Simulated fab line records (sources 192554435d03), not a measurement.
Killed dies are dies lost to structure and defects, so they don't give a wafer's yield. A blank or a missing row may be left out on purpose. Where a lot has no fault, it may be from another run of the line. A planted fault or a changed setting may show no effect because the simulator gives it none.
Which of the tools did it? + flow n5-finfet + 24 lots with 72 wafers sampled at 2 steps, on a route of 1938 steps

== WHAT THE GAUGES READ, wafer by wafer ==
N5_BEOL_M2_CD_MEAS_28: target cd 26.2 nm, target cd y 24.1 nm.
| lot  | measured     | on        | cd-nm (nm)        |
|------|--------------|-----------|-------------------|
| L074 | day 6 11:35  | cd-sem-03 | 26.29 25.98 26.13 |
| L075 | day 6 21:55  | cd-sem-02 | 26.24 26.05 26.13 |
| L076 | day 7 03:28  | cd-sem-03 | 26.21 26.30 26.19 |
| L077 | day 7 05:25  | cd-sem-01 | 25.69 25.73 25.96 |
| L078 | day 7 09:54  | cd-sem-02 | 26.22 26.01 26.25 |
| L079 | day 7 14:30  | cd-sem-03 | 26.28 25.98 26.18 |
| L080 | day 7 22:04  | cd-sem-02 | 26.24 25.87 26.47 |
| L081 | day 8 09:50  | cd-sem-02 | 25.90 26.14 26.36 |
| L082 | day 8 15:57  | cd-sem-03 | 26.56 26.70 26.50 |
| L083 | day 8 20:58  | cd-sem-02 | 25.89 26.11 25.99 |
| L084 | day 9 07:29  | cd-sem-03 | 26.09 26.09 26.06 |
| L085 | day 9 09:52  | cd-sem-03 | 26.42 25.95 26.33 |
| L086 | day 9 19:46  | cd-sem-03 | 26.35 26.45 25.83 |
| L088 | day 9 21:15  | cd-sem-03 | 26.52 26.08 26.44 |
| L087 | day 10 00:17 | cd-sem-02 | 25.56 25.81 26.13 |
| L089 | day 10 07:05 | cd-sem-02 | 25.86 26.05 26.40 |
| L090 | day 10 09:26 | cd-sem-02 | 26.53 26.54 26.04 |
| L091 | day 10 18:23 | cd-sem-03 | 25.84 26.49 26.28 |
| L092 | day 11 01:24 | cd-sem-02 | 26.13 26.30 26.43 |
| L093 | day 11 12:35 | cd-sem-03 | 26.07 25.74 25.83 |
| L094 | day 11 12:46 | cd-sem-01 | 25.96 25.97 26.00 |
| L095 | day 12 03:17 | cd-sem-02 | 26.03 26.20 25.80 |
| L096 | day 12 10:41 | cd-sem-03 | 26.68 26.85 25.96 |
| L097 | day 12 16:55 | cd-sem-03 | 25.98 26.18 25.99 |

N5_BEOL_M2_CD_MEAS_35: target cd 18 nm, target cd y 22.2 nm.
| lot  | measured     | on        | cd-nm (nm)     |
|------|--------------|-----------|----------------|
| L074 | day 6 13:37  | cd-sem-02 | 18.3 18.1 17.6 |
| L075 | day 6 23:11  | cd-sem-02 | 17.5 17.9 17.7 |
| L076 | day 7 08:22  | cd-sem-01 | 17.3 18.0 17.7 |
| L077 | day 7 08:41  | cd-sem-01 | 17.6 17.8 18.4 |
| L078 | day 7 13:07  | cd-sem-03 | 17.9 18.5 17.8 |
| L079 | day 7 16:16  | cd-sem-02 | 17.3 17.4 17.4 |
| L080 | day 8 08:08  | cd-sem-02 | 17.7 17.7 17.5 |
| L081 | day 8 14:52  | cd-sem-03 | 18.5 18.0 17.8 |
| L082 | day 8 21:26  | cd-sem-01 | 18.8 17.6 18.2 |
| L083 | day 9 05:56  | cd-sem-03 | 18.4 17.8 18.7 |
| L084 | day 9 09:11  | cd-sem-03 | 18.6 17.6 18.3 |
| L085 | day 9 11:57  | cd-sem-02 | 17.4 17.3 17.4 |
| L086 | day 10 00:47 | cd-sem-02 | 17.8 17.4 18.4 |
| L088 | day 10 01:38 | cd-sem-03 | 18.2 18.4 17.8 |
| L087 | day 10 04:28 | cd-sem-01 | 18.0 18.2 17.6 |
| L089 | day 10 09:14 | cd-sem-02 | 18.2 17.5 18.6 |
| L090 | day 10 11:50 | cd-sem-01 | 17.6 18.6 17.9 |
| L091 | day 10 20:39 | cd-sem-03 | 17.5 17.9 18.3 |
| L092 | day 11 03:27 | cd-sem-02 | 18.1 17.7 17.7 |
| L093 | day 11 22:54 | cd-sem-02 | 18.6 18.4 18.0 |
| L094 | day 11 23:00 | cd-sem-03 | 17.8 17.7 18.3 |
| L095 | day 12 05:52 | cd-sem-02 | 18.7 18.4 18.5 |
| L096 | day 12 11:48 | cd-sem-01 | 17.4 18.2 17.7 |
| L097 | day 12 19:19 | cd-sem-03 | 17.5 18.3 17.7 |

== WHICH TOOL RAN EACH LOT (tool, then ch and the chambers of the sampled wafers, then the start) ==
No process step before these readings appears in the record.

== AS READ BY THE TOOLS THEMSELVES (means over the sampled wafers that have a number; for cases with no such wafer, the mark the record gives instead) ==
The record holds no such reading with a usual standard deviation.

== THE ANSWER, worked out from the rows above alone ==
Rule: what is usual is taken from the lots themselves. Put in order of their means at a reading, lots are off if they are a third of the lots or fewer, leave a main group of 4 or more, and stand apart from it by a gap of 3 or more times the standard deviation of the main group's means; of several such gaps the widest counts. A main group is skipped when, at the precision printed for the reading in the tables above, its means are all equal. A lot without any number at a reading at which 4 lots or more have one is off too. All remaining lots with rows at the step are treated as sound. After the gauges, taken in route order, come the tools' own readings; for these a lot's mean is taken, as printed above. The first step at which some lot is off is used, and at that step the reading that is off furthest; a lot without a number counts as furthest.
No lot is off on any of the readings shown, so nothing can be concluded from this.

== WHAT THE SIMULATOR HAD INSERTED ==
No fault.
